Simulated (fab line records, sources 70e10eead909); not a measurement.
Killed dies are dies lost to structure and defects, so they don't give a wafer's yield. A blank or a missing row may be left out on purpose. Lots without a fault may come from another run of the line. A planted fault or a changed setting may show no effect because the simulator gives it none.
Chamber matching | flow nand_harc | NHARC_A_CONTACT_DESCUM_74 on rie_diel-04: 4 sister chambers
The step chemistry O2, time 3 s. 7 wafers are shown with their chamber, then 7 later ones without.

WAFERS WITH THEIR CHAMBER
wafer  | chamber | drypump_motor_current_A (A) | showerhead_plenum_p_Torr (Torr)
L844.1 | 2       | 6.4                         | 1.90
L849.6 | 0       | 4.8                         | 1.83
L850.2 | 3       | 6.5                         | 1.87
L850.4 | 1       | 6.5                         | 2.06
L850.5 | 2       | 6.4                         | 1.89
L851.1 | 3       | 6.4                         | 1.87
L851.2 | 0       | 4.8                         | 1.83

WAFERS WITHOUT THEIR CHAMBER
wafer  | drypump_motor_current_A (A) | showerhead_plenum_p_Torr (Torr)
L851.6 | 4.8                         | 1.83
L856.1 | 6.4                         | 1.86
L856.2 | 4.8                         | 1.83
L856.6 | 6.4                         | 2.06
L857.2 | 6.5                         | 1.86
L857.4 | 6.4                         | 1.89
L857.5 | 6.5                         | 1.86

WHICH CHAMBER EACH WENT THROUGH
wafer  | from the rows above | in truth
L851.6 | 0                   | 0
L856.1 | 3                   | 3
L856.2 | 0                   | 0
L856.6 | 1                   | 1
L857.2 | 3                   | 3
L857.4 | 2                   | 2
L857.5 | 3                   | 3
Placed correctly: 7 of 7. Can't be placed from these rows: 0. Placed wrongly: 0.
How it was worked out, from the rows above alone: a wafer's distance from a chamber is the root of the sum, over the readings, of the square of ((its reading less the chamber's mean) divided by the reading's scatter). The wafer belongs to the nearest chamber; if the next one is less than 2 further off, it can't be placed. A chamber's mean is the mean of its shown wafers. The scatter: the root of (the sum of the squares of (reading less its chamber's mean) over the shown wafers, divided by (wafers less chambers)).
